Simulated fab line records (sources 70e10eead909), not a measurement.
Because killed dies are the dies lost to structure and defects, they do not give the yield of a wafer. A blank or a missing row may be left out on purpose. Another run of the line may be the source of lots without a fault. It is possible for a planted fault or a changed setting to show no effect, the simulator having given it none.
Comparing a struck lot with a sound one    flow nand harc    21 out of 1159 route steps
Sound: wafers L727.2, L727.5, L727.6. Struck: wafer L736.3. At the end, the cause is stated.
Per side, at each step with rows, come the tool, then ch with its chambers, and then its first start. Under that, the readings that differ: sound wafers    struck wafers    difference of the means    sigmas: that difference in standard deviations of wafers without a fault.
alike: readings with means less than 2 such deviations apart, plus words and numbers identical on both sides. not compared: withheld readings, readings lacking a value on some wafer, bounds such as >300 that could conceal the same value, and numbers that have no deviation in the record and whose values overlap.
A row with sigmas, a row that says differs or no value, or rows on one side alone: a step with any of these is where the two part. Non-overlapping numbers with no deviation appear without sigmas and do not part them. A reading missing from all wafers of one side parts the sides only when that side holds two or more wafers.

NHARC_A_BLC_CMP_25: polishes, t overpolish 30 s, target thk 150 nm.
  sound on cmp-01 ch 0,3, day 18 03:24; struck on cmp-01 ch 1, day 19 23:04
reading                  sound              struck  difference  sigmas
edge zone pressure frac  0.999 0.996 0.997  1.008   +0.011      +2
motor current A (A)      12.5 12.9 12.1     10.2    -2.3        -2
  alike: overpolish run s, time to endpoint s
following that, these wafers have no rows for 1 step: NHARC_A_BLC_SRD_27.
NHARC_A_BLC_INSPECT_28:
  sound on defect inspect-02, day 18 03:47; struck on defect inspect-01, day 19 23:27
  alike: raw defect count
then, 8 steps without rows for these wafers: NHARC_A_M0_DEP_00 (deposits SiOC, target thk 150 nm); NHARC_A_M0_DEHYDRATE_01 (time 120 s); NHARC_A_M0_HMDS_02 (time 30 s); NHARC_A_M0_COAT_33 (time 65 s); NHARC_A_M0_COAT_03 (resist thk 90 nm); NHARC_A_M0_SOFTBAKE_04 (time 55 s); NHARC_A_M0_EBR_05; NHARC_A_M0_EXPOSE_06 (exposes mask A M0, target cd 80 nm).
NHARC_A_M0_PEB_07: peb time 65 s.
  sound on litho track-06 ch 0, day 18 04:29; struck on litho track-06 ch 0, day 20 00:18
reading                   sound                 struck  difference  sigmas
heater power total W (W)  156.7 156.0 157.0     155.2   -1.4        -3
plate temp C (C)          100.17 100.00 100.16  99.35   -0.76       -5
  alike: exhaust pa
then, 1 step without rows for these wafers: NHARC_A_M0_DEVELOP_08 (develop time 35 s).
NHARC_A_M0_CD_MEAS_09 targets a cd of 80 nm.
  sound on cd sem-02 ch 0, day 18 04:34; struck on cd sem-01 ch 0, day 20 00:23
reading     sound           struck  difference  sigmas
cd nm (nm)  81.1 82.0 81.1  79.0    -2.4        -3
NHARC_A_M0_OVL_MEAS_10: pitch 160 nm.
  sound on overlay-01, day 18 04:39; struck on overlay-01, day 20 00:28
  alike: overlay x nm, overlay y nm
NHARC_A_M0_INSPECT_11:
  sound on defect inspect-01, day 18 04:41; struck on defect inspect-01, day 20 00:30
reading           sound   struck  difference  sigmas
raw defect count  9 10 8  37      +28         +2
NHARC_A_M0_DESCUM_14: chemistry O2, time 3 s.
  sound on rie diel-11 ch 1,2,3, day 18 04:46; struck on rie diel-01 ch 1, day 20 00:34
reading                 sound                 struck  difference  sigmas
rf vpp V (V)            56.6 58.2 57.4        59.2    +1.8        +2
throttle valve pct (%)  11.327 11.333 11.303  11.295  -0.026      -3
model.A_M0.cd nm (nm)   81.09 81.76 81.29     78.46   -2.92       
  alike: drypump motor current A, oes product au, showerhead plenum p Torr
  not compared: rf hours counter h
NHARC_A_M0_ETCH_34: etches the open film in N2/H2, target depth 40 nm, overetch 12 nm, time 43.94 s.
  sound on rie diel-11 ch 0,2,3, day 18 04:50; struck on rie diel-01 ch 3, day 20 00:39
reading              sound              struck  difference  sigmas
n2 flow sccm (sccm)  150.1 150.8 149.5  149.2   -0.9        -2
  alike: drypump motor current A, oes product au, rf fwd power W, rf vpp V, showerhead plenum p Torr, throttle valve pct
  not compared: rf hours counter h
NHARC_A_M0_ETCH_15: etches the open film in C4F8/Ar, target depth 150 nm, overetch 15 nm, time 82.5 s.
  sound: rie diel-11 ch 0,1,2; struck: rie diel-01 ch 3
reading                sound              struck  difference  sigmas
rf fwd power W (W)     599.6 593.5 596.3  591.4   -5.1        -2
model.A_M0.cd nm (nm)  81.09 81.88 81.22  78.2    -3.2        
  alike: oes product au, rf vpp V
  not compared: rf hours counter h
NHARC_A_M0_CD_MEAS_16:
  sound on cd sem-02, day 18 05:03; struck on cd sem-03, day 20 00:52
reading     sound           struck  difference  sigmas
cd nm (nm)  81.1 82.1 80.9  78.2    -3.2        -3
NHARC_END_SORT_01:
  sound on prober-02 ch 0, day 19 22:02; struck on prober-01 ch 0, day 21 19:55
reading                   sound           struck  difference  sigmas
defect limited yield (%)  97.5 98.1 98.1  94.2    -3.7        -2
killed at array           14 11 9         35      +24         +2
killed dies               17 13 13        39      +25         +2
sort_bin_4_pct (%)        1.9 1.0 0.9     4.4     +3.1        +3
sort n pass               660 664 664     638     -25         -2
sort yield pct (%)        97.5 98.1 98.1  94.2    -3.7        -2
  alike: killed at other, killed at periphery, killed open, killed short, sort_bin_2_pct, sort_bin_3_pct, sort rim yield pct

WHERE THEY PART
At NHARC_A_BLC_CMP_25 first; at NHARC_END_SORT_01 last (within this record only).

WHY: whatever the simulator had introduced
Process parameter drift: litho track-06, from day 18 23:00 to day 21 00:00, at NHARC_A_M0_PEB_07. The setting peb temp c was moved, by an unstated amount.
